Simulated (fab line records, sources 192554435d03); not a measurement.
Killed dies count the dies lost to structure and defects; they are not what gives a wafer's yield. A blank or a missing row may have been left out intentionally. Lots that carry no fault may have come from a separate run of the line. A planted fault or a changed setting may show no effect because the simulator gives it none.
fab line records ; flow n5_finfet
record: lots: 6; wafers: 18; last_day: 17
route steps=1938 shown BEOL_M13@1668 PASSIVATION@1936
lots with no fault: from the same line, run without faults
start_h: hours from the record's first day to the start of the lot's first wafer shown ; wait_h: hours from the lot's prior step to this one ; " same as the row above ; L1.1+2: a row that stands for several wafers ; - either no value or no given start ; * or withheld: withheld ; < > ~ a bound
route shown NAME@n: NAME is a module with steps in the file, n the number in the route of the first one ; usual: average and standard deviation across the fault-free wafers ; same: alike in all rows ; chamber/n: place in a boat ; sites: per-site readings ; _std_site: how widely they spread, as a standard deviation ; _edge_site: inner sites' mean taken away from outer sites' mean ; radius_mm: how far each site lies from the wafer's centre ; mask NAME#n: copy n ; behind: the tool/chamber that last shaped the wafer ; hold: cause of the lot's hold/its duration in hours/its outcome ; device: names the non-switching transistor (n, p or np) ; end of line: the route-end tests of the same wafers ; where a step has no rows: the recipe by itself ; killed: at the first sort, the dies lost to defects and structure; wafer yield is something else ; map: a wafer's dies, x killed, . not, _ none there
set.NAME: setting as actually run; set.NAME@STEP: the setting as run at that earlier step ; model.NAME: the simulator's own value behind a step, which no gauge read
lots seen at some steps along the route; tables by step, rows by wafer
services: from which hour (start_h, from the record's first day; less than 0 if before it) a tool's chamber was out of use, for how many hours, and why
== steps ==
step: N5_BEOL_M13_HARDBAKE_14
recipe: temp_c: 130; time_s: 120
step: N5_BEOL_M13_CD_MEAS_10
recipe: target_cd_nm: 190; landing_energy_ev: 500; detector: se_inlens; polarity: opening
usual: cd_nm: 189.2/1.4
lot.wafer;tool;chamber;start_h;wait_h;cd_nm
L152.1;cd_sem-02;0;241.11;-;190.7
L152.3;cd_sem-02;0;241.11;-;189.9
L152.6;cd_sem-02;0;241.11;-;190.0
L156.1;cd_sem-01;0;268.10;-;186.4
L156.4;cd_sem-01;0;268.10;-;188.9
L156.6;cd_sem-01;0;268.10;-;187.8
L163.1;cd_sem-02;0;323.15;-;189.8
L163.2;cd_sem-02;0;323.15;-;189.6
L163.4;cd_sem-02;0;323.15;-;191.1
L164.1;cd_sem-01;0;327.49;-;189.6
L164.2;cd_sem-01;0;327.49;-;190.8
L164.3;cd_sem-01;0;327.49;-;191.3
L169.3;cd_sem-01;0;346.64;-;185.5
L169.4;cd_sem-01;0;346.64;-;185.7
L169.5;cd_sem-01;0;346.64;-;185.7
L172.2;cd_sem-02;0;382.06;-;190.3
L172.4;cd_sem-02;0;382.06;-;188.8
L172.6;cd_sem-02;0;382.06;-;189.3
step: N5_BEOL_M13_OVL_MEAS_11
recipe: points_per_wafer: 44
usual: V12_OVL: 5/5.1
lot.wafer;tool;chamber;start_h;wait_h;V12_OVL[nm]
L152.1;overlay-01;0;241.14;0.0;5
L152.3;overlay-01;0;241.14;0.0;5
L152.6;overlay-01;0;241.14;0.0;12
L156.1;overlay-02;0;268.13;0.0;9
L156.4;overlay-02;0;268.13;0.0;11
L156.6;overlay-02;0;268.13;0.0;13
L163.1;overlay-01;0;323.18;0.0;5
L163.2;overlay-01;0;323.18;0.0;0
L163.4;overlay-01;0;323.18;0.0;6
L164.1;overlay-01;0;327.52;0.0;-1
L164.2;overlay-01;0;327.52;0.0;12
L164.3;overlay-01;0;327.52;0.0;-1
L169.3;overlay-01;0;346.67;0.0;5
L169.4;overlay-01;0;346.67;0.0;0
L169.5;overlay-01;0;346.67;0.0;6
L172.2;overlay-02;0;382.09;0.0;1
L172.4;overlay-02;0;382.09;0.0;2
L172.6;overlay-02;0;382.09;0.0;9
step: N5_BEOL_M13_INSPECT_12
recipe: mode: adi; inspect_instrument: macro
usual: raw_defect_count: 2.1/1.6
lot.wafer;tool;chamber;start_h;wait_h;raw_defect_count
L152.1;defect_inspect-02;-;241.17;0.0;3
L152.3;defect_inspect-02;-;241.17;0.0;3
L152.6;defect_inspect-02;-;241.17;0.0;2
L156.1;defect_inspect-02;-;268.15;0.0;0
L156.4;defect_inspect-02;-;268.15;0.0;1
L156.6;defect_inspect-02;-;268.15;0.0;4
L163.1;defect_inspect-01;-;323.20;0.0;3
L163.2;defect_inspect-01;-;323.20;0.0;0
L163.4;defect_inspect-01;-;323.20;0.0;1
L164.1;defect_inspect-01;-;327.55;0.0;1
L164.2;defect_inspect-01;-;327.55;0.0;1
L164.3;defect_inspect-01;-;327.55;0.0;6
L169.3;defect_inspect-01;-;346.69;0.0;0
L169.4;defect_inspect-01;-;346.69;0.0;1
L169.5;defect_inspect-01;-;346.69;0.0;2
L172.2;defect_inspect-02;-;382.11;0.0;2
L172.4;defect_inspect-02;-;382.11;0.0;6
L172.6;defect_inspect-02;-;382.11;0.0;2
step: N5_BEOL_M13_DESCUM_15
recipe: chemistry: O2; time_s: 7.9; source_power_w: 50; bias_power_w: 20; pressure_mtorr: 20; rf_frequency_hz: 2.712e+07; temp_c: 40; o2_flow_sccm: 225
usual: chamber_pressure_mTorr: 19.998/0.016; drypump_motor_current_A: 5.6/0.55; oes_product_au: 0.83/0.1; rf_vpp_V: 243.0/1.5; showerhead_plenum_p_Torr: 2.09/0.081; throttle_valve_pct: 20.34/0.3
lot.wafer;tool;chamber;start_h;wait_h;chamber_pressure_mTorr;drypump_motor_current_A;oes_product_au;rf_hours_counter_h;rf_vpp_V;showerhead_plenum_p_Torr;throttle_valve_pct
L152.1;rie_diel-03;3;241.29;0.1;19.959;5.4;0.93;19;242.6;2.06;20.44
L152.3;rie_diel-03;1;241.29;0.1;20.023;4.9;0.84;67;244.6;2.20;20.65
L152.6;rie_diel-03;0;241.29;0.1;19.995;5.6;0.95;-;240.3;2.06;20.36
L156.1;rie_diel-05;0;268.19;0.0;20.014;5.5;0.85;76;242.1;2.11;19.88
L156.4;rie_diel-05;3;268.19;0.0;19.999;5.0;0.91;22;243.0;2.03;19.61
L156.6;rie_diel-05;0;268.19;0.0;20.032;5.5;0.85;-;244.3;2.11;19.88
L163.1;rie_diel-04;1;323.25;0.1;20.008;5.0;0.68;214;241.3;1.99;20.55
L163.2;rie_diel-04;2;323.25;0.1;19.987;6.3;0.98;6;243.5;2.06;20.49
L163.4;rie_diel-04;2;323.25;0.1;19.995;6.3;0.98;-;243.5;2.06;20.50
L164.1;rie_diel-04;1;327.58;0.0;19.992;5.0;0.67;216;241.8;1.99;20.53
L164.2;rie_diel-04;3;327.58;0.0;19.993;6.1;0.72;177;240.3;2.01;20.55
L164.3;rie_diel-04;2;327.58;0.0;20.012;6.3;0.96;8;244.1;2.06;20.50
L169.3;rie_diel-04;2;346.72;0.0;19.974;6.3;0.93;14;242.3;2.06;20.50
L169.4;rie_diel-04;1;346.72;0.0;20.005;5.0;0.67;222;240.6;1.99;20.52
L169.5;rie_diel-04;1;346.72;0.0;20.022;5.0;0.67;-;242.0;1.99;20.55
L172.2;rie_diel-05;0;382.38;0.3;19.996;5.5;0.81;109;244.6;2.10;19.93
L172.4;rie_diel-05;1;382.38;0.3;20.008;5.8;0.88;41;244.2;2.22;20.09
L172.6;rie_diel-05;2;382.38;0.3;20.028;5.7;0.91;-;243.9;2.13;19.85
step: N5_BEOL_M13_ETCH_59
recipe: chemistry: N2/H2; target: BARC; target_depth_a: 890; overetch_a: 267; time_s: 67.9; ion_energy_ev: 200; pressure_mtorr: 30; source_w: 840; bias_w: 150; n2_flow_sccm: 200; h2_flow_sccm: 200
usual: chamber_pressure_mTorr: 30.005/0.027; drypump_motor_current_A: 5.6/0.55; oes_product_au: 0.70/0.083; rf_vpp_V: 523.6/2.9; showerhead_plenum_p_Torr: 2.53/0.1; throttle_valve_pct: 17.8/0.32
lot.wafer;tool;chamber;start_h;wait_h;chamber_pressure_mTorr;drypump_motor_current_A;oes_product_au;rf_hours_counter_h;rf_vpp_V;showerhead_plenum_p_Torr;throttle_valve_pct
L152.1;rie_diel-03;3;241.32;0.0;29.994;5.4;0.77;19;520.4;2.49;17.8
L152.3;rie_diel-03;1;241.32;0.0;30.023;4.9;0.72;67;526.8;2.69;18.2
L152.6;rie_diel-03;0;241.32;0.0;30.009;5.7;0.80;-;522.3;2.49;17.7
L156.1;rie_diel-05;0;268.22;0.0;30.017;5.5;0.72;76;524.0;2.56;17.2
L156.4;rie_diel-05;3;268.22;0.0;30.014;5.0;0.78;22;522.9;2.48;17.2
L156.6;rie_diel-05;0;268.22;0.0;30.000;5.5;0.72;-;524.3;2.56;17.2
L163.1;rie_diel-04;1;323.29;0.0;29.998;5.0;0.60;214;520.3;2.40;18.0
L163.2;rie_diel-04;2;323.29;0.0;29.975;6.3;0.83;6;523.8;2.50;18.0
L163.4;rie_diel-04;2;323.29;0.0;30.056;6.3;0.83;-;522.1;2.50;18.0
L164.1;rie_diel-04;1;327.61;0.0;30.038;5.0;0.59;216;521.0;2.40;18.0
L164.2;rie_diel-04;3;327.61;0.0;29.993;6.1;0.62;177;521.8;2.42;17.9
L164.3;rie_diel-04;2;327.61;0.0;30.022;6.3;0.82;8;521.7;2.50;18.0
L169.3;rie_diel-04;2;346.76;0.0;29.991;6.3;0.81;14;521.3;2.50;18.0
L169.4;rie_diel-04;1;346.76;0.0;29.965;5.0;0.59;222;519.0;2.40;18.0
L169.5;rie_diel-04;1;346.76;0.0;29.985;5.0;0.59;-;519.3;2.40;18.0
L172.2;rie_diel-05;0;382.41;0.0;30.029;5.5;0.69;109;525.9;2.54;17.3
L172.4;rie_diel-05;1;382.41;0.0;30.000;5.8;0.76;41;528.7;2.72;17.7
L172.6;rie_diel-05;2;382.41;0.0;30.023;5.7;0.77;-;525.9;2.58;17.1
step: N5_BEOL_M13_VIA_ETCH_16
recipe: chemistry: C4F8/O2/Ar; target: SiOC; pressure_mtorr: 30; source_w: 3000; bias_w: 700; Ar_flow_sccm: 400; C4F8_flow_sccm: 15; O2_flow_sccm: 8; he_inner_torr: 15; he_outer_torr: 30; target_depth_a: 9217; time_s: withheld; ion_energy_ev: 250; ends: cleared
usual: chamber_pressure_mTorr: 30.001/0.029; drypump_motor_current_A: 5.6/0.55; oes_product_au: 0.75/0.094; rf_vpp_V: 665/3.5; showerhead_plenum_p_Torr: 3.39/0.12; throttle_valve_pct: 24.04/0.25
lot.wafer;tool;chamber;start_h;wait_h;chamber_pressure_mTorr;drypump_motor_current_A;oes_product_au;rf_vpp_V;showerhead_plenum_p_Torr;throttle_valve_pct
L152.1;rie_diel-03;3;241.38;0.0;30.036;5.4;0.84;662;3.36;24.18
L152.3;rie_diel-03;1;241.38;0.0;29.977;4.9;0.75;670;3.57;24.38
L152.6;rie_diel-03;0;241.38;0.0;30.004;5.7;0.85;663;3.35;24.02
L156.1;rie_diel-05;0;268.27;0.0;29.973;5.5;0.76;667;3.45;23.68
L156.4;rie_diel-05;3;268.27;0.0;30.037;5.0;0.83;665;3.34;23.50
L156.6;rie_diel-05;0;268.27;0.0;30.000;5.5;0.77;665;3.45;23.67
L163.1;rie_diel-04;1;323.34;0.0;30.017;5.0;0.61;661;3.26;24.23
L163.2;rie_diel-04;2;323.34;0.0;30.037;6.3;0.90;664;3.34;24.15
L163.4;rie_diel-04;2;323.34;0.0;29.981;6.3;0.89;664;3.34;24.15
L164.1;rie_diel-04;1;327.67;0.0;30.009;5.0;0.62;660;3.26;24.25
L164.2;rie_diel-04;3;327.67;0.0;30.051;6.1;0.66;662;3.25;24.15
L164.3;rie_diel-04;2;327.67;0.0;29.962;6.3;0.88;664;3.34;24.18
L169.3;rie_diel-04;2;346.81;0.0;30.041;6.3;0.86;665;3.34;24.15
L169.4;rie_diel-04;1;346.81;0.0;30.000;5.0;0.62;661;3.25;24.27
L169.5;rie_diel-04;1;346.81;0.0;30.049;5.0;0.61;660;3.25;24.26
L172.2;rie_diel-05;0;382.46;0.0;29.983;5.5;0.72;667;3.44;23.72
L172.4;rie_diel-05;1;382.46;0.0;29.953;5.8;0.79;670;3.62;23.90
L172.6;rie_diel-05;2;382.46;0.0;30.007;5.7;0.81;666;3.48;23.62
step: N5_BEOL_M13_STRIP_63
recipe: chemistry: N2/H2; power_w: 1000; temp_c: 250; h2_frac: 0.65; overash_fraction: 0.3; pressure_mtorr: 1000; n2_flow_sccm: 1750; h2_flow_sccm: 3250
usual: chamber_pressure_mTorr: 1000.0/0.83; drypump_motor_current_A: 5.6/0.51; heater_power_w: 307/9.9; oes_product_au: 0.674/0.0052; strip_time_to_endpoint_s: 27.3/1.1
lot.wafer;tool;chamber;start_h;wait_h;chamber_pressure_mTorr;drypump_motor_current_A;heater_power_w;oes_product_au;rf_hours_counter_h;strip_time_to_endpoint_s
L152.1;plasma_asher-02;0;241.61;-;998.6;6.4;299;0.667;122;25.9
L152.3;plasma_asher-02;1;241.61;-;999.6;5.5;299;0.680;-;27.8
L152.6;plasma_asher-02;1;241.61;-;1001.3;5.5;303;0.674;-;25.6
L156.1;plasma_asher-01;0;268.51;-;999.7;5.0;327;0.674;76;28.4
L156.4;plasma_asher-01;0;268.51;-;999.7;5.0;321;0.670;-;25.1
L156.6;plasma_asher-01;1;268.51;-;999.6;5.6;309;0.667;-;26.8
L163.1;plasma_asher-01;0;323.58;-;999.9;5.0;329;0.673;83;28.5
L163.2;plasma_asher-01;1;323.58;-;999.4;5.6;310;0.671;83;25.8
L163.4;plasma_asher-01;0;323.58;-;999.2;5.0;325;0.674;-;25.6
L164.1;plasma_asher-02;0;327.91;-;998.9;6.4;306;0.679;143;29.3
L164.2;plasma_asher-02;1;327.91;-;1000.1;5.4;306;0.685;143;30.1
L164.3;plasma_asher-02;0;327.91;-;999.6;6.4;307;0.671;-;28.7
L169.3;plasma_asher-01;0;347.07;-;1001.6;4.9;327;0.673;-;27.4
L169.4;plasma_asher-01;1;347.07;-;1001.1;5.6;302;0.682;-;26.9
L169.5;plasma_asher-01;0;347.07;-;998.8;5.0;320;0.674;-;27.1
L172.2;plasma_asher-01;0;382.70;-;1000.7;5.0;322;0.678;94;29.3
L172.4;plasma_asher-01;0;382.70;-;1000.9;5.0;319;0.668;-;28.1
L172.6;plasma_asher-01;0;382.70;-;999.1;5.0;322;0.668;-;27.6
step: N5_BEOL_M13_STRIP_64
recipe: chemistry: N2/H2; power_w: 1000; temp_c: 250; h2_frac: 0.65; overash_fraction: 0.3; pressure_mtorr: withheld; n2_flow_sccm: 1750; h2_flow_sccm: 3250
usual: drypump_motor_current_A: 5.6/0.51; heater_power_w: 306/11; oes_product_au: 0.714/0.0042; strip_time_to_endpoint_s: 31.31/0.065
lot.wafer;tool;chamber;start_h;wait_h;drypump_motor_current_A;heater_power_w;oes_product_au;rf_hours_counter_h;strip_time_to_endpoint_s
L152.1;plasma_asher-02;0;241.67;0.0;6.4;299;0.711;122;31.30
L152.3;plasma_asher-02;1;241.67;0.0;5.5;287;0.719;-;31.25
L152.6;plasma_asher-02;1;241.67;0.0;5.5;289;0.710;-;31.21
L156.1;plasma_asher-01;0;268.57;0.0;5.0;315;0.709;76;31.32
L156.4;plasma_asher-01;0;268.57;0.0;5.0;322;0.709;-;31.27
L156.6;plasma_asher-01;1;268.57;0.0;5.5;311;0.711;-;31.24
L163.1;plasma_asher-01;0;323.64;0.0;4.9;336;0.716;83;31.34
L163.2;plasma_asher-01;1;323.64;0.0;5.6;299;0.711;83;31.23
L163.4;plasma_asher-01;0;323.64;0.0;5.0;327;0.709;-;31.26
L164.1;plasma_asher-02;0;327.97;0.0;6.4;297;0.709;143;31.18
L164.2;plasma_asher-02;1;327.97;0.0;5.5;296;0.718;143;31.24
L164.3;plasma_asher-02;0;327.97;0.0;6.4;311;0.714;-;31.18
L169.3;plasma_asher-01;0;347.13;0.0;4.9;330;0.716;-;31.27
L169.4;plasma_asher-01;1;347.13;0.0;5.6;311;0.714;-;31.31
L169.5;plasma_asher-01;0;347.13;0.0;4.9;322;0.711;-;31.30
L172.2;plasma_asher-01;0;382.76;0.0;5.0;320;0.722;94;31.32
L172.4;plasma_asher-01;0;382.76;0.0;5.0;327;0.716;-;31.36
L172.6;plasma_asher-01;0;382.76;0.0;5.0;312;0.717;-;31.39
step: N5_BEOL_M13_STRIP_71
recipe: chemistry: post_etch_residue_remover; time_s: 60; temp_c: 25; remover_ph: withheld; remover_water_wt_pct: withheld; remover_fluoride_wt_pct: withheld
step: N5_BEOL_M13_SRD_72
recipe: time_s: 30; temp_c: 23; rinse_liquid: diw; dry: n2_spin; spin_rpm: 1500; dry_time_s: 30
step: N5_BEOL_M13_CD_MEAS_17
recipe: target_cd_nm: 190; polarity: opening
usual: cd_nm: 190.0/1.7
lot.wafer;tool;chamber;start_h;wait_h;cd_nm
L152.1;cd_sem-03;-;241.82;0.0;191.9
L152.3;cd_sem-03;-;241.82;0.0;191.8
L152.6;cd_sem-03;-;241.82;0.0;192.2
L156.1;cd_sem-02;-;268.72;0.0;186.4
L156.4;cd_sem-02;-;268.72;0.0;188.7
L156.6;cd_sem-02;-;268.72;0.0;187.0
L163.1;cd_sem-01;-;323.78;0.0;191.9
L163.2;cd_sem-01;-;323.78;0.0;190.6
L163.4;cd_sem-01;-;323.78;0.0;191.3
L164.1;cd_sem-03;-;328.12;0.0;190.3
L164.2;cd_sem-03;-;328.12;0.0;191.3
L164.3;cd_sem-03;-;328.12;0.0;192.4
L169.3;cd_sem-02;-;347.26;0.0;186.3
L169.4;cd_sem-02;-;347.26;0.0;188.6
L169.5;cd_sem-02;-;347.26;0.0;187.1
L172.2;cd_sem-03;-;382.91;0.0;191.2
L172.4;cd_sem-03;-;382.91;0.0;187.9
L172.6;cd_sem-03;-;382.91;0.0;189.9
step: N5_BEOL_M13_COAT_65
recipe: resist: SOC; temp_c: 250; time_s: 60; spin_rpm: 1500; resist_thk_nm: 350
usual: dispense_pressure_kPa: 47/5.7; heater_power_total_W: 500.4/1.8; plate_temp_C: 250.03/0.14
lot.wafer;tool;chamber;start_h;wait_h;dispense_pressure_kPa;heater_power_total_W;plate_temp_C
L152.1;litho_track-02;0;241.85;0.0;42;502.3;250.08
L152.3;litho_track-02;0;241.85;0.0;42;502.4;250.21
L152.6;litho_track-02;0;241.85;0.0;42;497.4;249.96
L156.1;litho_track-01;0;268.76;0.0;55;502.0;249.79
L156.4;litho_track-01;0;268.76;0.0;55;499.4;250.05
L156.6;litho_track-01;0;268.76;0.0;55;497.9;250.16
L163.1;litho_track-02;0;323.82;0.0;42;487.9;244.12
L163.2;litho_track-02;0;323.82;0.0;42;485.6;244.15
L163.4;litho_track-02;0;323.82;0.0;42;485.9;243.92
L164.1;litho_track-02;0;328.15;0.0;42;485.5;243.89
L164.2;litho_track-02;0;328.15;0.0;42;484.9;243.93
L164.3;litho_track-02;0;328.15;0.0;42;485.0;243.85
L169.3;litho_track-01;0;347.29;0.0;55;501.4;249.95
L169.4;litho_track-01;0;347.29;0.0;55;501.1;250.06
L169.5;litho_track-01;0;347.29;0.0;55;500.5;249.91
L172.2;litho_track-01;0;382.94;0.0;55;500.8;249.73
L172.4;litho_track-01;0;382.94;0.0;55;502.2;249.90
L172.6;litho_track-01;0;382.94;0.0;55;497.3;249.87
step: N5_BEOL_M13_COAT_66
recipe: resist: SiARC; temp_c: 220; time_s: 60; spin_rpm: 1500; resist_thk_nm: 110
step: N5_PASSIVATION_PROBE_49
usual: defect_limited_yield: 91.5/1.6; killed_at_M0_to_M3: 33/10; killed_at_M4_up: 13/5.6; killed_at_contacts: 13/6; killed_at_front_end: 39/12; killed_at_other: 3.0/2.8; killed_dies: 101/19; killed_on_rim: 13/4; killed_open: 65/13; killed_short: 32/8.3; sort_bin_5_function: 5.0/1; sort_bin_6_memory: 3.1/0.69; sort_n_pass: 1079/19; sort_yield_pct: 91.5/1.6
same: gross_dies: 1180; killed_at_back_side: 0; sort_bin_4_leakage[%]: 0; sort_bin_8_speed[%]: 0
lot.wafer;tool;chamber;start_h;wait_h;defect_limited_yield[%];killed_at_M0_to_M3;killed_at_M4_up;killed_at_contacts;killed_at_front_end;killed_at_other;killed_dies;killed_on_rim;killed_open;killed_short;sort_bin_5_function[%];sort_bin_6_memory[%];sort_n_pass;sort_yield_pct[%]
L156.1;prober-02;-;311.94;0.0;90.8;24;14;10;56;5;109;18;68;32;5.5;2.9;1071;90.8
L156.4;prober-02;-;312.09;0.2;90.6;27;21;10;46;7;111;10;69;41;5.3;3.9;1069;90.6
L156.6;prober-02;-;312.19;0.3;91.1;32;14;6;49;4;105;11;62;39;5.2;3.1;1075;91.1
killed by level:class
L156.1 STI_FIN_REVEAL:geometric_particle:open=13 FIN_SAQP:geometric_particle:short=10 MOL_CONTACT_COAG:geometric_particle:open=10 BEOL_M0_SAQP:geometric_particle:open=7 HKMG_FIN:area_etch=7 BEOL_M2:geometric_particle:open=6 STI_FIN_REVEAL:geometric_particle:short=5 BEOL_M4:geometric_particle:open=5
L156.4 STI_FIN_REVEAL:geometric_particle:open=16 FIN_SAQP:geometric_particle:short=10 MOL_CONTACT_COAG:geometric_particle:open=8 BEOL_M0_SAQP:geometric_particle:short=7 BEOL_M0_SAQP:geometric_particle:open=6 BEOL_M8:geometric_particle:open=6 BEOL_M4:geometric_particle:open=5 STI_FIN_REVEAL:geometric_particle:short=4
L156.6 STI_FIN_REVEAL:geometric_particle:open=13 FIN_SAQP:geometric_particle:short=9 BEOL_M0_SAQP:geometric_particle:short=9 FIN_SAQP:geometric_particle:open=6 BEOL_M0:geometric_particle:open=6 BEOL_M2:geometric_particle:open=6 BEOL_M4:geometric_particle:open=6 STI_FIN_REVEAL:geometric_particle:short=4
== services ==
tool;chamber;start_h;hours;kind
rie_diel-05;2;243.42;-;clean
rie_diel-05;2;243.42;-;consumable_replace:focus_ring
rie_diel-05;2;243.42;18.1;scheduled_down
rie_diel-05;2;243.42;18.1;vent_cycle
rie_diel-04;2;287.02;-;clean
rie_diel-04;2;287.02;-;consumable_replace:focus_ring
plasma_asher-01;-;295.45;15.6;pm
rie_diel-04;0;309.21;-;clean
rie_diel-04;0;309.21;-;consumable_replace:esc
rie_diel-04;0;309.21;-;consumable_replace:focus_ring
rie_diel-04;0;309.21;-;consumable_replace:showerhead
rie_diel-04;0;309.21;25.9;scheduled_down
rie_diel-04;0;309.21;25.9;vent_cycle
plasma_asher-02;-;311.06;2.8;pm
rie_diel-03;1;342.20;1.8;repair
litho_track-01;-;344.27;-;consumable_replace:filter
rie_diel-04;1;359.38;18.2;repair
rie_diel-05;3;367.83;2.5;repair
rie_diel-03;3;370.70;7.7;repair
== key ==
first_sign: step: N5_BEOL_M13_COAT_65; reading: plate_temp_C; direction: down; sigmas: 44; usual: *; struck: *
effect: step: N5_BEOL_M13_COAT_65; reading: heater_power_total_W; direction: down; sigmas: 7.9; usual: *; struck: *
met_at N5_BEOL_M13_COAT_65
struck_wafers L163.1,L163.2,L163.4,L164.1,L164.2,L164.3
onset_between 241.85 323.82
fault: kind: process_parameter_drift; tool: litho_track-02; chamber: -; onset_h: 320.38; steps: N5_BEOL_M13_COAT_65; channel: temp_c; offset: *; shape: step; end_h: 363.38; acts_in: *; stated: *
